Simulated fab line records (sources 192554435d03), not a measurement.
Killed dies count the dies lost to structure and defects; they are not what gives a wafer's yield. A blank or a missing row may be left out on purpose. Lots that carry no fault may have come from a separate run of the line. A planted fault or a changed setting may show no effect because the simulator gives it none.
Split-lot experiment -- flow n5_finfet -- 21 wafers read across 7 lots, on a route 1938 steps long

== THE SPLIT ITSELF ==
At N5_BEOL_M1_PECVD_72 (deposits SiO2 from TEOS/O2, target thk 16 nm, time 18 s), the setting time_s was moved away from the recipe's 18 s on 7 of the 21 wafers read, by -7.5% to +14.4%. For the rest of the wafers, this setting stayed at what the recipe calls for.

The reading is taken at the split's own step.

== THE READING ==
SiO2_of_BEOL_M1_PECVD_72.thk_nm (the simulator's own value, which no gauge read), in nm, at N5_BEOL_M1_PECVD_72 (deposits SiO2 from TEOS/O2, target thk 16 nm, time 18 s). The file does not state a usual value for it. The 14 wafers here that ran the recipe average 16.0 nm, standard deviation 0.26 nm.

wafer,"tool, chamber at the split","time_s as run, s",against the recipe,"SiO2_of_BEOL_M1_PECVD_72.thk_nm, nm",against lot-mates on the recipe
L074.1,"pecvd-02, 2",16.65,-7.5%,14.4,-1.8
L074.4,"pecvd-02, 2",18,recipe,16.2,-
L074.5,"pecvd-02, 1",16.65,-7.5%,14.8,-1.4
L078.3,"pecvd-01, 1",20.6,+14.4%,18.4,+2.1
L078.4,"pecvd-01, 1",18,recipe,16.4,-
L078.6,"pecvd-01, 0",18,recipe,16.2,-
L082.3,"pecvd-01, 2,1",17.18,-4.6%,15.6,-0.8
L082.4,"pecvd-01, 2,1",17.18,-4.6%,15.6,-0.8
L082.5,"pecvd-01, 1",18,recipe,16.4,-
L086.2,"pecvd-03, 2,1",18,recipe,15.8,-
L086.5,"pecvd-03, 2,1",18,recipe,15.8,-
L086.4,"pecvd-03, 2",18,recipe,15.6,-
L087.4,"pecvd-03, 2,0",20.16,+12.0%,18,+2.0
L087.5,"pecvd-03, 2,0",20.16,+12.0%,18,+2.0
L087.6,"pecvd-03, 1",18,recipe,16,-
L093.1,"pecvd-03, 0",18,recipe,15.6,-
L093.3,"pecvd-03, 1",18,recipe,15.8,-
L093.5,"pecvd-03, 1",18,recipe,16,-
L095.3,"pecvd-03, 1",18,recipe,15.6,-
L095.5,"pecvd-03, 1,0",18,recipe,16,-
L095.6,"pecvd-03, 1,0",18,recipe,16,-
If several chambers appear in one row, that row covers several wafers at once and the file leaves open which wafer was in which chamber.

FIT RESULTS
A straight line over all 21 wafers: SiO2_of_BEOL_M1_PECVD_72.thk_nm changes by +0.165 nm for each +1% of time_s; r = +0.96; the points scatter about the line by 0.27 nm.
The same after taking each lot's own level away (the mean of its wafers on the recipe; 21 wafers): +0.17 nm for each +1%; r = +0.98; scatter 0.18 nm.
Per that fit: largest time_s move, reading shift of 2.5 nm.
Measured against the standard deviation above, the lots' own levels, which go from 15.73 to 16.40 nm, span 2.5 times it.
The two slopes are in agreement: the lot-to-lot level therefore moves the slope only a little.
Check: for one of the wafers moved furthest among these (+14.4%), held out of the fit, the line's prediction against its lot-mates is +2.55 nm. Against them it came out at +2.1 nm.

== THESE WAFERS: OTHER SPLITS ==
These wafers also went through other splits before the reading. Each is held against what the fit with the lots' levels taken away leaves over:
other split on the same wafers,wafers away from the commonest value,r with SiO2_of_BEOL_M1_PECVD_72.thk_nm (lot level and that fit taken away)
N5_GATE_CUT_COAT_27 spin_rpm,7,+0.27
N5_MOL_CONTACT_COAG_ETCH_15 source_w,7,-0.13
N5_MOL_CONTACT_COAG_ETCH_110 source_w,8,+0.30
N5_MOL_CONTACT_COAG_EXPOSE_37 dose_mj,5,-0.25
N5_MOL_CONTACT_COAG_ALD_133 temp_c,9,-0.12
N5_MOL_CONTACT_COAG_CVD_140 target_thk_a,4,+0.00
N5_BEOL_M0_SAQP_PECVD_96 time_s,5,+0.19

== THE FILE'S OWN FIT ==
SiO2_of_BEOL_M1_PECVD_72.thk_nm changes by +0.163 nm for each +1% of time_s, r = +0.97.
